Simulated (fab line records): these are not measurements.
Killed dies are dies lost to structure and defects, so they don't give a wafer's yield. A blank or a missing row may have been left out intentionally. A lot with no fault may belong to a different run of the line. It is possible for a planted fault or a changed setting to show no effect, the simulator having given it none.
Code-filled problem report in 8D (eight disciplines) form + flow n5Finfet + the parts of the form that need people (team, actions taken, sign-off) are left out

## 1. WHAT WENT WRONG
rawDefectCount at N5_STI_FIN_REVEAL_INSPECT_13 reads a mean of 510 on 1 wafer of 1 lot; wafers without a fault read 11 with a standard deviation of 4.9. That is +99 or more standard deviations from the usual mean.
The step: inspects for defects (darkfield).
First observed at day 7 00:42: wafer L335.1, on defectInspect-02. The record has a number at this step for 30 wafers belonging to 10 lots. Rule for "out" (also "out of limits"): further than 4 standard deviations from the usual mean. The rest of the wafers with a number are treated as sound.

## 2. WHAT IT IS, WHAT IT ISN'T
| question                    | is               | is not                                                                                 |
|-----------------------------|------------------|----------------------------------------------------------------------------------------|
| which readings at this step | rawDefectCount   | -                                                                                      |
| which lots                  | L335             | L318, L319, L322, L325, L326, L337, L338, L339, L340                                   |
| which wafers of those lots  | L335.1           | L335.2, L335.3                                                                         |
| read on which gauges        | defectInspect-02 | defectInspect-01                                                                       |
| when                        | from day 7 00:42 | up to then (17 sound wafers); but 12 sound wafers of L337, L338, L339, L340 came after |

## 3. THE SUSPECTS, EACH WITH WHAT RULES IT OUT
Counting: a tool at a process step up to the reading stays a suspect if it ran every lot that is out. Sound lots after the first of them don't rule it out here, since some wafers of a struck lot are sound.
- ruled out: the gauge at N5_STI_FIN_REVEAL_INSPECT_13. All the wafers that are out were read on defectInspect-02, but those of them that N5_PASSIVATION_PROBE_49 has rows for are out there too, on other tools.
- rieDiel-02 at N5_FIN_CUT_ETCH_30 (etches underlayer in N2/H2, target depth 13 nm, time 10.4 s): kept. L335, the lot that is out, went through it at day 6 15:05; up to then, the latest sound lot through it was L325 at day 4 03:29.
- rieDiel-04 at N5_STI_FIN_REVEAL_ETCHBACK_08 (etches SiO2 in C4F6/O2, target depth 30.5 nm, time 10.167 s): kept. It ran the lot that is out, L335 (day 6 21:40).
- wetBench-06 at N5_STI_FIN_REVEAL_STRIP_35 (strips Si3N4 in H3PO4, target depth 4 nm, time 39 s): kept. L335, the lot that is out, went through it at day 7 00:21; up to then, the latest sound lot through it was L322 at day 3 20:05.
- rieDiel-02, N5_FIN_CUT_ETCH_30: wafers that are out in chamber 1, sound lot-mates in chambers 2, 3.
- rieDiel-04, N5_STI_FIN_REVEAL_ETCHBACK_08: wafers that are out in chamber 2, sound lot-mates in chambers 1, 3.
Still standing after the count: rieDiel-02 at N5_FIN_CUT_ETCH_30, rieDiel-04 at N5_STI_FIN_REVEAL_ETCHBACK_08, wetBench-06 at N5_STI_FIN_REVEAL_STRIP_35.

## 4. THE CAUSE (what the simulator had put in)
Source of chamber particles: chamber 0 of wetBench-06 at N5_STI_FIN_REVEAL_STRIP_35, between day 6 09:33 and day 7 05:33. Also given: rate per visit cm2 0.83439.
Counting left 3 suspects, and this tool is among them.

## 5. THE CHAIN OF EFFECTS, in route order
One row per reading whose mean, taken over the struck wafers that have a number, lies over 3 standard deviations from the usual. Scope: only readings with a usual standard deviation given in the record; hours: median across lots of the time from each lot's start at the first step in this table that gives one to its start at this step; sigmas: change in usual standard deviations.
| hours | step                         | reading          | usual | on struck wafers | change | sigmas      |
|-------|------------------------------|------------------|-------|------------------|--------|-------------|
| 0     | N5_STI_FIN_REVEAL_INSPECT_13 | rawDefectCount   | 11    | 510              | +499   | +99 or more |
| 275   | N5_PASSIVATION_PROBE_49      | killedAtFrontEnd | 38    | 157              | +119   | +11         |
| 275   | N5_PASSIVATION_PROBE_49      | killedDies       | 102   | 221              | +119   | +7.0        |
| 275   | N5_PASSIVATION_PROBE_49      | killedOnRim      | 13    | 32               | +19    | +4.6        |
It contains these process steps:
- N5_PASSIVATION_PROBE_49

## 6. WHAT WOULD HAVE CAUGHT IT SOONER
In this record the first reading out of limits at a measuring or inspecting step was taken at day 7 00:42, 15 hours after the fault began at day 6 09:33.
By day 7 00:42, every lot that is out (1) had started N5_STI_FIN_REVEAL_STRIP_35 on wetBench-06. A hold on the tool at that time would have spared none of them.
